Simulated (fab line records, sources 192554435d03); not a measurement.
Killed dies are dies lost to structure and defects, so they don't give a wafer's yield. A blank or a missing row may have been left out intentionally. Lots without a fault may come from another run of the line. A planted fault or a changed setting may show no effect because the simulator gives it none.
Split-lot study + flow n5-finfet + on a route of 1938 steps: 7 lots, 21 wafers read

## ABOUT THE SPLIT
At N5_BEOL_M0_SAQP_COAT_08 (resist thk 90 nm), the setting spin-rpm was moved away from the recipe's 1500 rpm on 8 of the 21 wafers read, by -10.0% to +8.6%. The other wafers ran this setting at the recipe's value.

## FROM THE SPLIT TO THE READING: what the file shows between them, 1 step
- N5_BEOL_M0_SAQP_PEB_12: peb time 60 s (also split here: peb-time-s)

## THE READING
CAR-ArF_of_BEOL_M0_SAQP_COAT_08.thk-nm (the simulator's own value, which no gauge read), in nm, at N5_BEOL_M0_SAQP_DEVELOP_13 (develop time 30 s). There is no usual value for it anywhere in the file. Average 88.3 nm, standard deviation 0.25 nm, over the 13 wafers here run with the recipe.

| wafer  | tool, chamber at the split | spin-rpm as run, rpm | against the recipe | CAR-ArF_of_BEOL_M0_SAQP_COAT_08.thk-nm, nm | against lot-mates on the recipe |
|--------|----------------------------|----------------------|--------------------|--------------------------------------------|---------------------------------|
| L077.1 | litho-track-01, 0          | 1629                 | +8.6%              | 84.4                                       | -3.8                            |
| L077.5 | litho-track-01, 0          | 1629                 | +8.6%              | 84.2                                       | -4.0                            |
| L077.6 | litho-track-01, 0          | 1500                 | recipe             | 88.2                                       | -                               |
| L079.1 | litho-track-03, 0          | 1500                 | recipe             | 88.8                                       | -                               |
| L079.3 | litho-track-03, 0          | 1500                 | recipe             | 88.4                                       | -                               |
| L079.4 | litho-track-03, 0          | 1500                 | recipe             | 88.4                                       | -                               |
| L082.1 | litho-track-04, 0          | 1500                 | recipe             | 88                                         | -                               |
| L082.3 | litho-track-04, 0          | 1500                 | recipe             | 88.4                                       | -                               |
| L082.6 | litho-track-04, 0          | 1595                 | +6.3%              | 85.4                                       | -2.8                            |
| L083.1 | litho-track-03, 0          | 1500                 | recipe             | 88                                         | -                               |
| L083.4 | litho-track-03, 0          | 1553                 | +3.5%              | 86.6                                       | -1.4                            |
| L083.5 | litho-track-03, 0          | 1553                 | +3.5%              | 86.6                                       | -1.4                            |
| L086.1 | litho-track-01, 0          | 1500                 | recipe             | 88.4                                       | -                               |
| L086.2 | litho-track-01, 0          | 1350                 | -10.0%             | 93                                         | +4.5                            |
| L086.3 | litho-track-01, 0          | 1500                 | recipe             | 88.6                                       | -                               |
| L091.1 | litho-track-04, 0          | 1574                 | +4.9%              | 85.6                                       | -2.2                            |
| L091.2 | litho-track-04, 0          | 1574                 | +4.9%              | 85.6                                       | -2.2                            |
| L091.5 | litho-track-04, 0          | 1500                 | recipe             | 87.8                                       | -                               |
| L095.3 | litho-track-03, 0          | 1500                 | recipe             | 88.4                                       | -                               |
| L095.4 | litho-track-03, 0          | 1500                 | recipe             | 88.4                                       | -                               |
| L095.5 | litho-track-03, 0          | 1500                 | recipe             | 88.4                                       | -                               |

FIT RESULTS
A straight line over all 21 wafers: CAR-ArF_of_BEOL_M0_SAQP_COAT_08.thk-nm changes by -0.477 nm for each +1% of spin-rpm; r = -0.99; the points scatter about the line by 0.25 nm.
The same after taking each lot's own level away (the mean of its wafers on the recipe; 21 wafers): -0.448 nm for each +1%; r = -1.00; scatter 0.12 nm.
On that fit, the largest move of spin-rpm shifts the reading by 4.5 nm.
The span of the lots' own levels, 87.80 to 88.53 nm, comes to 2.9 times the standard deviation stated above.
So the lot-to-lot level changes the slope little: the two slopes agree.
Check: with one of the wafers moved furthest among these (-10.0%) left out of the fit, the line predicts +4.49 nm for it against its lot-mates. It came out at +4.5 nm against them.

## THESE WAFERS: OTHER SPLITS
Before the reading, these wafers also passed through other splits. Each is held against what the fit with the lots' levels taken away leaves over:
| other split on the same wafers        | wafers away from the commonest value | r with CAR-ArF_of_BEOL_M0_SAQP_COAT_08.thk-nm (lot level and that fit taken away) |
|---------------------------------------|--------------------------------------|-----------------------------------------------------------------------------------|
| N5_MOL_CONTACT_COAG_ETCH_105 bias-w   | 4                                    | +0.21                                                                             |
| N5_MOL_CONTACT_COAG_ALD_27 ald-cycles | 7                                    | -0.41                                                                             |
| N5_MOL_CONTACT_COAG_COAT_75 spin-rpm  | 10                                   | -0.15                                                                             |
| N5_BEOL_M0_SAQP_PEB_12 peb-time-s     | 11                                   | -0.11                                                                             |

## THE WHOLE CHAIN: every reading that the file lists as answering this split, in the file's order
| step                       | what it does      | reading                                                                                 | change (the file's fit)               | r (the file's) |
|----------------------------|-------------------|-----------------------------------------------------------------------------------------|---------------------------------------|----------------|
| N5_BEOL_M0_SAQP_COAT_08    | resist thk 90 nm  | CAR-ArF_of_BEOL_M0_SAQP_COAT_08.thk-nm (the simulator's own value, which no gauge read) | -0.428 nm for each +1% of the setting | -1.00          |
| N5_BEOL_M0_SAQP_DEVELOP_13 | develop time 30 s | CAR-ArF_of_BEOL_M0_SAQP_COAT_08.thk-nm (the simulator's own value, which no gauge read) | -0.447 nm for each +1% of the setting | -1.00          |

## THE FILE'S OWN FIT
CAR-ArF_of_BEOL_M0_SAQP_COAT_08.thk-nm changes by -0.447 nm for each +1% of spin-rpm, r = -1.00.
